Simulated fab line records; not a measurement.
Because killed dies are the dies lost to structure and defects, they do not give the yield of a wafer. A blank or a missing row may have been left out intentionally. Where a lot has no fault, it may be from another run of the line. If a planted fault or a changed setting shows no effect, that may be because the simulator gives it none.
Which tool did it? || flow n5-finfet || 30 wafers from 10 lots sampled at 8 of the route's 1938 steps

## WHAT THE GAUGES READ, wafer by wafer
N5_PMOS_HMC_CHANNEL_EPI_OVL_MEAS_10. Usual: PMOS_HMC_BLK_OVL gives 0.0 nm (standard deviation 0.78).
{"lot": "L513", "measured": "day 1 23:13", "on": "overlay-02", "PMOS_HMC_BLK_OVL (nm)": "-1.2 0.2 -0.7", "flag": ""}
{"lot": "L515", "measured": "day 2 11:44", "on": "overlay-01", "PMOS_HMC_BLK_OVL (nm)": "-1.0 -0.4 1.4", "flag": ""}
{"lot": "L520", "measured": "day 3 17:42", "on": "overlay-01", "PMOS_HMC_BLK_OVL (nm)": "-0.2 0.5 -0.8", "flag": ""}
{"lot": "L523", "measured": "day 4 11:23", "on": "overlay-02", "PMOS_HMC_BLK_OVL (nm)": "0.8 -0.5 0.2", "flag": ""}
{"lot": "L526", "measured": "day 5 05:31", "on": "overlay-02", "PMOS_HMC_BLK_OVL (nm)": "-0.1 0.7 1.1", "flag": ""}
{"lot": "L528", "measured": "day 5 17:00", "on": "overlay-02", "PMOS_HMC_BLK_OVL (nm)": "-0.2 -0.7 -1.2", "flag": ""}
{"lot": "L532", "measured": "day 6 17:38", "on": "overlay-01", "PMOS_HMC_BLK_OVL (nm)": "0.4 0.8 -1.1", "flag": ""}
{"lot": "L533", "measured": "day 7 00:20", "on": "overlay-02", "PMOS_HMC_BLK_OVL (nm)": "-0.1 0.3 0.1", "flag": ""}
{"lot": "L534", "measured": "day 7 04:49", "on": "overlay-01", "PMOS_HMC_BLK_OVL (nm)": "0.1 -0.5 -0.1", "flag": ""}
{"lot": "L535", "measured": "day 7 11:05", "on": "overlay-02", "PMOS_HMC_BLK_OVL (nm)": "2.2 1.6 1.9", "flag": ""}

N5_PMOS_HMC_CHANNEL_EPI_INSPECT_30: inspects for defects (darkfield). Usual: raw-defect-count 20, standard deviation 6.2.
{"lot": "L513", "measured": "day 2 02:45", "on": "defect-inspect-01", "raw-defect-count": "22 14 12", "flag": ""}
{"lot": "L515", "measured": "day 2 14:34", "on": "defect-inspect-02", "raw-defect-count": "23 15 26", "flag": ""}
{"lot": "L520", "measured": "day 3 22:14", "on": "defect-inspect-02", "raw-defect-count": "25 14 21", "flag": ""}
{"lot": "L523", "measured": "day 4 15:26", "on": "defect-inspect-01", "raw-defect-count": "20 15 27", "flag": ""}
{"lot": "L526", "measured": "day 5 08:44", "on": "defect-inspect-01", "raw-defect-count": "27 19 31", "flag": ""}
{"lot": "L528", "measured": "day 5 20:13", "on": "defect-inspect-01", "raw-defect-count": "17 35 23", "flag": ""}
{"lot": "L532", "measured": "day 6 20:27", "on": "defect-inspect-01", "raw-defect-count": "900 873 901", "flag": "OFF"}
{"lot": "L533", "measured": "day 7 03:10", "on": "defect-inspect-02", "raw-defect-count": "901 928 882", "flag": "OFF"}
{"lot": "L534", "measured": "day 7 07:58", "on": "defect-inspect-01", "raw-defect-count": "23 17 23", "flag": ""}
{"lot": "L535", "measured": "day 7 13:55", "on": "defect-inspect-01", "raw-defect-count": "17 23 29", "flag": ""}

N5_FIN_SAQP_INSPECT_18: inspects for defects (brightfield). Usual: raw-defect-count 434, standard deviation 120.
{"lot": "L513", "measured": "day 2 05:20", "on": "defect-inspect-01", "raw-defect-count": "543 559 689", "flag": ""}
{"lot": "L515", "measured": "day 2 15:52", "on": "defect-inspect-02", "raw-defect-count": "334 285 314", "flag": ""}
{"lot": "L520", "measured": "day 4 00:13", "on": "defect-inspect-01", "raw-defect-count": "518 348 272", "flag": ""}
{"lot": "L523", "measured": "day 4 18:47", "on": "defect-inspect-02", "raw-defect-count": "440 259 299", "flag": ""}
{"lot": "L526", "measured": "day 5 10:04", "on": "defect-inspect-01", "raw-defect-count": "242 328 305", "flag": ""}
{"lot": "L528", "measured": "day 5 21:35", "on": "defect-inspect-02", "raw-defect-count": "364 373 453", "flag": ""}
{"lot": "L532", "measured": "day 6 21:50", "on": "defect-inspect-01", "raw-defect-count": "1179 1155 1185", "flag": "OFF"}
{"lot": "L533", "measured": "day 7 05:04", "on": "defect-inspect-02", "raw-defect-count": "1217 1181 1289", "flag": "OFF"}
{"lot": "L534", "measured": "day 7 09:25", "on": "defect-inspect-01", "raw-defect-count": "402 493 370", "flag": ""}
{"lot": "L535", "measured": "day 7 15:19", "on": "defect-inspect-01", "raw-defect-count": "333 460 442", "flag": ""}

N5_FIN_SAQP_INSPECT_40: inspects for defects (brightfield). Usual: raw-defect-count 221, standard deviation 63.
{"lot": "L513", "measured": "day 2 09:53", "on": "defect-inspect-02", "raw-defect-count": "229 170 169", "flag": ""}
{"lot": "L515", "measured": "day 2 22:19", "on": "defect-inspect-02", "raw-defect-count": "202 183 232", "flag": ""}
{"lot": "L520", "measured": "day 4 04:54", "on": "defect-inspect-02", "raw-defect-count": "219 149 186", "flag": ""}
{"lot": "L523", "measured": "day 5 05:36", "on": "defect-inspect-01", "raw-defect-count": "150 176 172", "flag": ""}
{"lot": "L526", "measured": "day 5 14:53", "on": "defect-inspect-02", "raw-defect-count": "190 286 194", "flag": ""}
{"lot": "L528", "measured": "day 6 01:47", "on": "defect-inspect-02", "raw-defect-count": "178 174 182", "flag": ""}
{"lot": "L532", "measured": "day 7 04:23", "on": "defect-inspect-02", "raw-defect-count": "1106 1010 1076", "flag": "OFF"}
{"lot": "L533", "measured": "day 7 09:32", "on": "defect-inspect-01", "raw-defect-count": "1125 1106 1084", "flag": "OFF"}
{"lot": "L534", "measured": "day 7 13:54", "on": "defect-inspect-01", "raw-defect-count": "223 223 214", "flag": ""}
{"lot": "L535", "measured": "day 7 19:42", "on": "defect-inspect-01", "raw-defect-count": "313 210 287", "flag": ""}

N5_FIN_CUT_INSPECT_10: inspects for defects (brightfield). Usual: raw-defect-count 40, standard deviation 11.
{"lot": "L513", "measured": "day 2 10:17", "on": "defect-inspect-02", "raw-defect-count": "44 20 34", "flag": ""}
{"lot": "L515", "measured": "day 2 22:50", "on": "defect-inspect-02", "raw-defect-count": "41 26 42", "flag": ""}
{"lot": "L520", "measured": "day 4 05:25", "on": "defect-inspect-01", "raw-defect-count": "35 41 37", "flag": ""}
{"lot": "L523", "measured": "day 5 06:07", "on": "defect-inspect-02", "raw-defect-count": "26 39 28", "flag": ""}
{"lot": "L526", "measured": "day 5 15:17", "on": "defect-inspect-02", "raw-defect-count": "36 42 42", "flag": ""}
{"lot": "L528", "measured": "day 6 02:19", "on": "defect-inspect-02", "raw-defect-count": "31 38 25", "flag": ""}
{"lot": "L532", "measured": "day 7 04:47", "on": "defect-inspect-02", "raw-defect-count": "919 876 927", "flag": "OFF"}
{"lot": "L533", "measured": "day 7 09:56", "on": "defect-inspect-01", "raw-defect-count": "940 945 894", "flag": "OFF"}
{"lot": "L534", "measured": "day 7 14:25", "on": "defect-inspect-01", "raw-defect-count": "42 27 44", "flag": ""}
{"lot": "L535", "measured": "day 7 20:05", "on": "defect-inspect-01", "raw-defect-count": "51 36 41", "flag": ""}

## WHAT TOOL EACH LOT RAN ON (gives the tool, then ch and the chambers of the sampled wafers, and finally the start)
{"lot": "L513", "N5_PMOS_HMC_CHANNEL_EPI_HM_DEP_34": "pecvd-02 ch 0,1, day 1 22:46", "N5_PMOS_HMC_CHANNEL_EPI_FIN_RECESS_16": "rie-si-06 ch 0,1, day 2 00:04", "N5_PMOS_HMC_CHANNEL_EPI_PRECLEAN_37": "wet-bench-01 ch 0,2,3, day 2 02:19"}
{"lot": "L515", "N5_PMOS_HMC_CHANNEL_EPI_HM_DEP_34": "pecvd-01 ch 0,1,2, day 2 11:18", "N5_PMOS_HMC_CHANNEL_EPI_FIN_RECESS_16": "rie-si-01 ch 0,3, day 2 12:15", "N5_PMOS_HMC_CHANNEL_EPI_PRECLEAN_37": "wet-bench-01 ch 1,4,5, day 2 14:05"}
{"lot": "L520", "N5_PMOS_HMC_CHANNEL_EPI_HM_DEP_34": "pecvd-03 ch 0,1,2, day 3 17:23", "N5_PMOS_HMC_CHANNEL_EPI_FIN_RECESS_16": "rie-si-01 ch 1,2,3, day 3 18:41", "N5_PMOS_HMC_CHANNEL_EPI_PRECLEAN_37": "wet-bench-01 ch 0,6,7, day 3 20:31"}
{"lot": "L523", "N5_PMOS_HMC_CHANNEL_EPI_HM_DEP_34": "pecvd-02 ch 0,1,2, day 4 11:03", "N5_PMOS_HMC_CHANNEL_EPI_FIN_RECESS_16": "rie-si-04 ch 1,2,3, day 4 12:31", "N5_PMOS_HMC_CHANNEL_EPI_PRECLEAN_37": "wet-bench-05 ch 1,2,6, day 4 14:53"}
{"lot": "L526", "N5_PMOS_HMC_CHANNEL_EPI_HM_DEP_34": "pecvd-01 ch 0,1,2, day 5 05:05", "N5_PMOS_HMC_CHANNEL_EPI_FIN_RECESS_16": "rie-si-01 ch 1,2,3, day 5 06:02", "N5_PMOS_HMC_CHANNEL_EPI_PRECLEAN_37": "wet-bench-05 ch 0,5,6, day 5 08:18"}
{"lot": "L528", "N5_PMOS_HMC_CHANNEL_EPI_HM_DEP_34": "pecvd-02 ch 0,2, day 5 16:41", "N5_PMOS_HMC_CHANNEL_EPI_FIN_RECESS_16": "rie-si-06 ch 2,3, day 5 17:32", "N5_PMOS_HMC_CHANNEL_EPI_PRECLEAN_37": "wet-bench-05 ch 0,4,7, day 5 19:46"}
{"lot": "L532", "N5_PMOS_HMC_CHANNEL_EPI_HM_DEP_34": "pecvd-03 ch 0,1,2, day 6 17:13", "N5_PMOS_HMC_CHANNEL_EPI_FIN_RECESS_16": "rie-si-06 ch 0,2,3, day 6 18:10", "N5_PMOS_HMC_CHANNEL_EPI_PRECLEAN_37": "wet-bench-01 ch 0,2,7, day 6 20:01"}
{"lot": "L533", "N5_PMOS_HMC_CHANNEL_EPI_HM_DEP_34": "pecvd-02 ch 0,1, day 7 00:01", "N5_PMOS_HMC_CHANNEL_EPI_FIN_RECESS_16": "rie-si-04 ch 2,3, day 7 00:52", "N5_PMOS_HMC_CHANNEL_EPI_PRECLEAN_37": "wet-bench-01 ch 1,4,6, day 7 02:43"}
{"lot": "L534", "N5_PMOS_HMC_CHANNEL_EPI_HM_DEP_34": "pecvd-03 ch 1,2, day 7 04:29", "N5_PMOS_HMC_CHANNEL_EPI_FIN_RECESS_16": "rie-si-04 ch 0,1,2, day 7 05:34", "N5_PMOS_HMC_CHANNEL_EPI_PRECLEAN_37": "wet-bench-02 ch 1,4,7, day 7 07:25"}
{"lot": "L535", "N5_PMOS_HMC_CHANNEL_EPI_HM_DEP_34": "pecvd-03 ch 0,1, day 7 10:38", "N5_PMOS_HMC_CHANNEL_EPI_FIN_RECESS_16": "rie-si-06 ch 1,2,3, day 7 11:37", "N5_PMOS_HMC_CHANNEL_EPI_PRECLEAN_37": "wet-bench-02 ch 1,4,6, day 7 13:28"}
- N5_PMOS_HMC_CHANNEL_EPI_HM_DEP_34: deposits SiO2 from TEOS/O2, target thk 36 nm, time 6.9 s.
- N5_PMOS_HMC_CHANNEL_EPI_FIN_RECESS_16: chemistry HBr/Cl2, target Si, target depth 54 nm, time 18 s.
- N5_PMOS_HMC_CHANNEL_EPI_PRECLEAN_37: cleans in O3/DIW, time 45 s.

## WHAT THE TOOLS THEMSELVES READ (means of the sampled wafers that have a number; where no wafer has one, the mark that the record gives instead)
N5_PMOS_HMC_CHANNEL_EPI_HM_DEP_34. Usual: heater-power-w 588 W, standard deviation 110; showerhead-plenum-p-Torr 8.364 Torr, standard deviation 0.027; throttle-valve-pct 18.0 %, standard deviation 0.64.
{"lot": "L513", "tool": "pecvd-02", "heater-power-w (W)": 477, "showerhead-plenum-p-Torr (Torr)": 8.365, "throttle-valve-pct (%)": 17.7, "flag": ""}
{"lot": "L515", "tool": "pecvd-01", "heater-power-w (W)": 670, "showerhead-plenum-p-Torr (Torr)": 8.371, "throttle-valve-pct (%)": 18.1, "flag": ""}
{"lot": "L520", "tool": "pecvd-03", "heater-power-w (W)": 584, "showerhead-plenum-p-Torr (Torr)": 8.363, "throttle-valve-pct (%)": 18.2, "flag": ""}
{"lot": "L523", "tool": "pecvd-02", "heater-power-w (W)": 584, "showerhead-plenum-p-Torr (Torr)": 8.380, "throttle-valve-pct (%)": 17.5, "flag": ""}
{"lot": "L526", "tool": "pecvd-01", "heater-power-w (W)": 642, "showerhead-plenum-p-Torr (Torr)": 8.347, "throttle-valve-pct (%)": 18.3, "flag": ""}
{"lot": "L528", "tool": "pecvd-02", "heater-power-w (W)": 665, "showerhead-plenum-p-Torr (Torr)": 8.351, "throttle-valve-pct (%)": 17.1, "flag": ""}
{"lot": "L532", "tool": "pecvd-03", "heater-power-w (W)": 570, "showerhead-plenum-p-Torr (Torr)": 8.370, "throttle-valve-pct (%)": 18.2, "flag": ""}
{"lot": "L533", "tool": "pecvd-02", "heater-power-w (W)": 565, "showerhead-plenum-p-Torr (Torr)": 8.369, "throttle-valve-pct (%)": 17.7, "flag": ""}
{"lot": "L534", "tool": "pecvd-03", "heater-power-w (W)": 574, "showerhead-plenum-p-Torr (Torr)": 8.346, "throttle-valve-pct (%)": 18.2, "flag": ""}
{"lot": "L535", "tool": "pecvd-03", "heater-power-w (W)": 503, "showerhead-plenum-p-Torr (Torr)": 8.351, "throttle-valve-pct (%)": 18.4, "flag": ""}

N5_PMOS_HMC_CHANNEL_EPI_FIN_RECESS_16. Usual: drypump-motor-current-A 5.7 A, standard deviation 0.47; mfc-cl2-sccm 79.99 sccm, standard deviation 0.23; oes-product-au 0.986 a.u., standard deviation 0.019; throttle-valve-pct 35.7 %, standard deviation 0.34.
{"lot": "L513", "tool": "rie-si-06", "drypump-motor-current-A (A)": 6.1, "mfc-cl2-sccm (sccm)": 79.79, "oes-product-au (a.u.)": 0.962, "throttle-valve-pct (%)": 35.7, "flag": ""}
{"lot": "L515", "tool": "rie-si-01", "drypump-motor-current-A (A)": 5.5, "mfc-cl2-sccm (sccm)": 80.02, "oes-product-au (a.u.)": 0.980, "throttle-valve-pct (%)": 35.7, "flag": ""}
{"lot": "L520", "tool": "rie-si-01", "drypump-motor-current-A (A)": 5.6, "mfc-cl2-sccm (sccm)": 79.89, "oes-product-au (a.u.)": 0.982, "throttle-valve-pct (%)": 35.4, "flag": ""}
{"lot": "L523", "tool": "rie-si-04", "drypump-motor-current-A (A)": 5.9, "mfc-cl2-sccm (sccm)": 79.99, "oes-product-au (a.u.)": 0.982, "throttle-valve-pct (%)": 35.7, "flag": ""}
{"lot": "L526", "tool": "rie-si-01", "drypump-motor-current-A (A)": 5.6, "mfc-cl2-sccm (sccm)": 79.98, "oes-product-au (a.u.)": 0.972, "throttle-valve-pct (%)": 35.4, "flag": ""}
{"lot": "L528", "tool": "rie-si-06", "drypump-motor-current-A (A)": 5.9, "mfc-cl2-sccm (sccm)": 80.14, "oes-product-au (a.u.)": 1.014, "throttle-valve-pct (%)": 35.9, "flag": ""}
{"lot": "L532", "tool": "rie-si-06", "drypump-motor-current-A (A)": 5.8, "mfc-cl2-sccm (sccm)": 79.90, "oes-product-au (a.u.)": 0.994, "throttle-valve-pct (%)": 35.7, "flag": ""}
{"lot": "L533", "tool": "rie-si-04", "drypump-motor-current-A (A)": 6.2, "mfc-cl2-sccm (sccm)": 79.93, "oes-product-au (a.u.)": 1.004, "throttle-valve-pct (%)": 36.0, "flag": ""}
{"lot": "L534", "tool": "rie-si-04", "drypump-motor-current-A (A)": 5.8, "mfc-cl2-sccm (sccm)": 80.00, "oes-product-au (a.u.)": 0.989, "throttle-valve-pct (%)": 35.7, "flag": ""}
{"lot": "L535", "tool": "rie-si-06", "drypump-motor-current-A (A)": 5.9, "mfc-cl2-sccm (sccm)": 80.10, "oes-product-au (a.u.)": 0.993, "throttle-valve-pct (%)": 36.0, "flag": ""}

## THE ANSWER, worked out from the rows above alone
Rule: take the mean of a lot's wafers that have a number; if it is more than 3 standard deviations from the usual mean, the lot is off. Also off: a lot with no number at a reading for which 4 or more lots have one. Any other lot the step has rows for is counted as sound. First the gauges in route order, then the tools' own readings, where a lot's mean is used as printed above. At the first step where some lot is off, the reading lying furthest off is the one used; lots without a number count as furthest.
Off: L532, L533, at N5_PMOS_HMC_CHANNEL_EPI_INSPECT_30 (raw-defect-count).
If a tool, at a process step before that reading, ran all the lots that are off and no sound lot after the first of them, it fits. Gauges at N5_PMOS_HMC_CHANNEL_EPI_INSPECT_30: tried the same way as those tools. One fits: N5_PMOS_HMC_CHANNEL_EPI_PRECLEAN_37 on wet-bench-01. A fault onset in the window from L520 (day 3 20:31, its last sound lot) to L532 (day 6 20:01, its first lot off) fits.

## WHAT THE SIMULATOR HAD INSERTED
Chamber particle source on wet-bench-01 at N5_PMOS_HMC_CHANNEL_EPI_PRECLEAN_37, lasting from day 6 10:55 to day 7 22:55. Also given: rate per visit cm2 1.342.
Shown lots that were struck: L532, L533. The rule above reached the same finding.
